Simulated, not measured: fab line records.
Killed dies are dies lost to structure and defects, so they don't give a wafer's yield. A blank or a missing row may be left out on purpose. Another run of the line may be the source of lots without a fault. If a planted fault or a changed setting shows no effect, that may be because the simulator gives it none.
What tool caused it? || flow n5-finfet || Sampling: 13 lots, 36 wafers, 3 of 1938 route steps

WHAT THE GAUGES READ, wafer by wafer
N5_BEOL_M10_INSPECT_58: inspects for defects (darkfield). Usual: 69 for raw-defect-count, sd 22.
{"lot": "L692", "measured": "day 10 07:50", "on": "defect-inspect-01", "raw-defect-count": "50 80", "flag": ""}
{"lot": "L693", "measured": "day 10 10:55", "on": "defect-inspect-02", "raw-defect-count": "49 42 51", "flag": ""}
{"lot": "L694", "measured": "day 10 17:08", "on": "defect-inspect-02", "raw-defect-count": "63 81 59", "flag": ""}
{"lot": "L696", "measured": "day 11 04:16", "on": "defect-inspect-02", "raw-defect-count": "36 73 89", "flag": ""}
{"lot": "L700", "measured": "day 11 20:13", "on": "defect-inspect-01", "raw-defect-count": "57 37 62", "flag": ""}
{"lot": "L703", "measured": "day 12 11:01", "on": "defect-inspect-02", "raw-defect-count": "59 63", "flag": ""}
{"lot": "L705", "measured": "day 13 17:44", "on": "defect-inspect-02", "raw-defect-count": "118 118 74", "flag": ""}
{"lot": "L709", "measured": "day 14 08:39", "on": "defect-inspect-01", "raw-defect-count": "78 47", "flag": ""}
{"lot": "L711", "measured": "day 16 10:10", "on": "defect-inspect-01", "raw-defect-count": "52 46 52", "flag": ""}
{"lot": "L712", "measured": "day 16 22:14", "on": "defect-inspect-01", "raw-defect-count": "47 72 94", "flag": ""}
{"lot": "L714", "measured": "day 16 23:22", "on": "defect-inspect-01", "raw-defect-count": "79 75 43", "flag": ""}
{"lot": "L715", "measured": "day 17 17:43", "on": "defect-inspect-01", "raw-defect-count": "94 54 114", "flag": ""}
{"lot": "L713", "measured": "day 18 06:59", "on": "defect-inspect-01", "raw-defect-count": "58 54 63", "flag": ""}

WHICH TOOL RAN EACH LOT (tool, then ch and the chambers of the sampled wafers, then the start)
{"lot": "L692", "N5_BEOL_M10_DEGAS_44": "pvd-sputter-03, day 10 05:47", "N5_BEOL_M10_SPUTTER_48": "pvd-sputter-02, day 10 06:41"}
{"lot": "L693", "N5_BEOL_M10_DEGAS_44": "pvd-sputter-03, day 10 08:36", "N5_BEOL_M10_SPUTTER_48": "pvd-sputter-03, day 10 09:26"}
{"lot": "L694", "N5_BEOL_M10_DEGAS_44": "pvd-sputter-01, day 10 15:34", "N5_BEOL_M10_SPUTTER_48": "pvd-sputter-03, day 10 16:10"}
{"lot": "L696", "N5_BEOL_M10_DEGAS_44": "pvd-sputter-03, day 11 02:25", "N5_BEOL_M10_SPUTTER_48": "pvd-sputter-01, day 11 03:03"}
{"lot": "L700", "N5_BEOL_M10_DEGAS_44": "pvd-sputter-01, day 11 16:50", "N5_BEOL_M10_SPUTTER_48": "pvd-sputter-02, day 11 19:09"}
{"lot": "L703", "N5_BEOL_M10_DEGAS_44": "pvd-sputter-01, day 12 09:03", "N5_BEOL_M10_SPUTTER_48": "pvd-sputter-03, day 12 09:53"}
{"lot": "L705", "N5_BEOL_M10_DEGAS_44": "pvd-sputter-02, day 13 14:40", "N5_BEOL_M10_SPUTTER_48": "pvd-sputter-02, day 13 16:45"}
{"lot": "L709", "N5_BEOL_M10_DEGAS_44": "pvd-sputter-03, day 14 07:00", "N5_BEOL_M10_SPUTTER_48": "pvd-sputter-01, day 14 07:37"}
{"lot": "L711", "N5_BEOL_M10_DEGAS_44": "pvd-sputter-02, day 16 06:39", "N5_BEOL_M10_SPUTTER_48": "pvd-sputter-01, day 16 09:04"}
{"lot": "L712", "N5_BEOL_M10_DEGAS_44": "pvd-sputter-01, day 16 19:19", "N5_BEOL_M10_SPUTTER_48": "pvd-sputter-03, day 16 20:16"}
{"lot": "L714", "N5_BEOL_M10_DEGAS_44": "pvd-sputter-01, day 16 19:29", "N5_BEOL_M10_SPUTTER_48": "pvd-sputter-03, day 16 20:21"}
{"lot": "L715", "N5_BEOL_M10_DEGAS_44": "pvd-sputter-03, day 17 15:55", "N5_BEOL_M10_SPUTTER_48": "pvd-sputter-01, day 17 16:33"}
{"lot": "L713", "N5_BEOL_M10_DEGAS_44": "pvd-sputter-01, day 18 03:14", "N5_BEOL_M10_SPUTTER_48": "pvd-sputter-02, day 18 05:43"}
- N5_BEOL_M10_DEGAS_44: time 60 s.
- N5_BEOL_M10_SPUTTER_48: material Cu, target thk 12 nm, time 2 s.

WHAT THE TOOLS THEMSELVES READ (means of the sampled wafers that have a number; where no wafer has one, the mark that the record gives instead)
N5_BEOL_M10_DEGAS_44. Usual: 332 W for heater-power-w, sd 27.
{"lot": "L692", "tool": "pvd-sputter-03", "heater-power-w (W)": 372, "flag": ""}
{"lot": "L693", "tool": "pvd-sputter-03", "heater-power-w (W)": 370, "flag": ""}
{"lot": "L694", "tool": "pvd-sputter-01", "heater-power-w (W)": 311, "flag": ""}
{"lot": "L696", "tool": "pvd-sputter-03", "heater-power-w (W)": 325, "flag": ""}
{"lot": "L700", "tool": "pvd-sputter-01", "heater-power-w (W)": 324, "flag": ""}
{"lot": "L703", "tool": "pvd-sputter-01", "heater-power-w (W)": 321, "flag": ""}
{"lot": "L705", "tool": "pvd-sputter-02", "heater-power-w (W)": 320, "flag": ""}
{"lot": "L709", "tool": "pvd-sputter-03", "heater-power-w (W)": 372, "flag": ""}
{"lot": "L711", "tool": "pvd-sputter-02", "heater-power-w (W)": 328, "flag": ""}
{"lot": "L712", "tool": "pvd-sputter-01", "heater-power-w (W)": 311, "flag": ""}
{"lot": "L714", "tool": "pvd-sputter-01", "heater-power-w (W)": 312, "flag": ""}
{"lot": "L715", "tool": "pvd-sputter-03", "heater-power-w (W)": 341, "flag": ""}
{"lot": "L713", "tool": "pvd-sputter-01", "heater-power-w (W)": 320, "flag": ""}

N5_BEOL_M10_SPUTTER_48. Usual: cathode-dc-power-W 26000 W, standard deviation 4.2; throttle-valve-pct 30.3 %, standard deviation 1.3.
{"lot": "L692", "tool": "pvd-sputter-02", "cathode-dc-power-W (W)": 26002, "throttle-valve-pct (%)": 30.4, "flag": ""}
{"lot": "L693", "tool": "pvd-sputter-03", "cathode-dc-power-W (W)": 26002, "throttle-valve-pct (%)": 29.3, "flag": ""}
{"lot": "L694", "tool": "pvd-sputter-03", "cathode-dc-power-W (W)": 25997, "throttle-valve-pct (%)": 29.4, "flag": ""}
{"lot": "L696", "tool": "pvd-sputter-01", "cathode-dc-power-W (W)": 25999, "throttle-valve-pct (%)": 31.6, "flag": ""}
{"lot": "L700", "tool": "pvd-sputter-02", "cathode-dc-power-W (W)": 26004, "throttle-valve-pct (%)": 30.6, "flag": ""}
{"lot": "L703", "tool": "pvd-sputter-03", "cathode-dc-power-W (W)": 25996, "throttle-valve-pct (%)": 30.2, "flag": ""}
{"lot": "L705", "tool": "pvd-sputter-02", "cathode-dc-power-W (W)": 29686, "throttle-valve-pct (%)": 31.2, "flag": "OFF"}
{"lot": "L709", "tool": "pvd-sputter-01", "cathode-dc-power-W (W)": 26000, "throttle-valve-pct (%)": 31.9, "flag": ""}
{"lot": "L711", "tool": "pvd-sputter-01", "cathode-dc-power-W (W)": 26000, "throttle-valve-pct (%)": 31.7, "flag": ""}
{"lot": "L712", "tool": "pvd-sputter-03", "cathode-dc-power-W (W)": 25996, "throttle-valve-pct (%)": 28.9, "flag": ""}
{"lot": "L714", "tool": "pvd-sputter-03", "cathode-dc-power-W (W)": 26005, "throttle-valve-pct (%)": 28.4, "flag": ""}
{"lot": "L715", "tool": "pvd-sputter-01", "cathode-dc-power-W (W)": 26001, "throttle-valve-pct (%)": 31.0, "flag": ""}
{"lot": "L713", "tool": "pvd-sputter-02", "cathode-dc-power-W (W)": 26001, "throttle-valve-pct (%)": 30.8, "flag": ""}

THE ANSWER, worked out from the rows above alone
Rule: a lot counts as off when the mean over its wafers that have a number is more than 3 standard deviations away from the usual mean. Also off: a lot with no number at a reading for which 4 or more lots have one. The other lots that the step has rows for count as sound. Order of review: gauges by route order, followed by the tools' own readings, for which a lot's mean as printed above is used. The first step at which some lot is off is used, and at that step the reading that is off furthest; a lot without a number counts as furthest.
Off at N5_BEOL_M10_SPUTTER_48 (cathode-dc-power-W): L705.
A tool fits if, at that step or a process step before it, it ran every lot that is off, and no sound lot after the first of them. No candidate that was tried fits.

WHAT HAD BEEN PUT IN BY THE SIMULATOR
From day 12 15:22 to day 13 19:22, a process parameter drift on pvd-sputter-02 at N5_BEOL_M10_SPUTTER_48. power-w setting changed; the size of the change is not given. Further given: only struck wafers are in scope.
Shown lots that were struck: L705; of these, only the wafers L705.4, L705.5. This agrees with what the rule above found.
